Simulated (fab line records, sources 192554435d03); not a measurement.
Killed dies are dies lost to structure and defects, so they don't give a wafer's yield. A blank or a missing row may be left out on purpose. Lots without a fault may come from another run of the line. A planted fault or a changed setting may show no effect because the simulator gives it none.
Chamber matching | flow n5_finfet | N5_ILD0_LINER_00 on ald_sin-03: 4 sister chambers
The step material SiNx, target thk 4 nm, pulse time 1 s, purge time 2 s. 8 wafers are shown with their chamber, then 12 later ones without.

WAFERS WITH THEIR CHAMBER
wafer  | chamber | heater_power_w (W) | precursor_pulse_height_rel
L085.6 | 1       | 726                | 1.016
L089.1 | 1       | 735                | 1.005
L089.4 | 2       | 1078               | 1.013
L089.5 | 3       | 820                | 1.037
L089.6 | 0       | 811                | 0.974
L094.1 | 0       | 793                | 1.009
L094.5 | 2       | 1070               | 0.994
L094.6 | 3       | 833                | 0.981

WAFERS WITHOUT THEIR CHAMBER
wafer  | heater_power_w (W) | precursor_pulse_height_rel
L095.4 | 737                | 0.990
L095.5 | 839                | 0.972
L095.6 | 792                | 1.022
L096.1 | 815                | 0.973
L096.2 | 804                | 0.961
L096.3 | 1088               | 1.024
L096.4 | 735                | 0.997
L096.5 | 820                | 0.983
L096.6 | 811                | 1.012
L097.3 | 744                | 0.986
L097.4 | 1103               | 0.987
L097.5 | 811                | 0.993

WHICH CHAMBER EACH WENT THROUGH
wafer  | from the rows above     | in truth
L095.4 | 1                       | 1
L095.5 | 3                       | 3
L095.6 | 0                       | 0
L096.1 | can't be placed: 0 or 3 | 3
L096.2 | can't be placed: 0 or 3 | 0
L096.3 | 2                       | 2
L096.4 | 1                       | 1
L096.5 | can't be placed: 3 or 0 | 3
L096.6 | can't be placed: 0 or 3 | 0
L097.3 | 1                       | 1
L097.4 | 2                       | 2
L097.5 | can't be placed: 0 or 3 | 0
Placed correctly: 7 of 12. Can't be placed from these rows: 5 (the true chamber is among the candidates in 5). Placed wrongly: 0.
How it was worked out, from the rows above alone: a wafer's distance from a chamber is the root of the sum, over the readings, of the square of ((its reading less the chamber's mean) divided by the reading's scatter). The wafer belongs to the nearest chamber; if the next one is less than 2 further off, it can't be placed. A chamber's mean is the mean of its shown wafers. The scatter: the root of (the sum of the squares of (reading less its chamber's mean) over the shown wafers, divided by (wafers less chambers)).
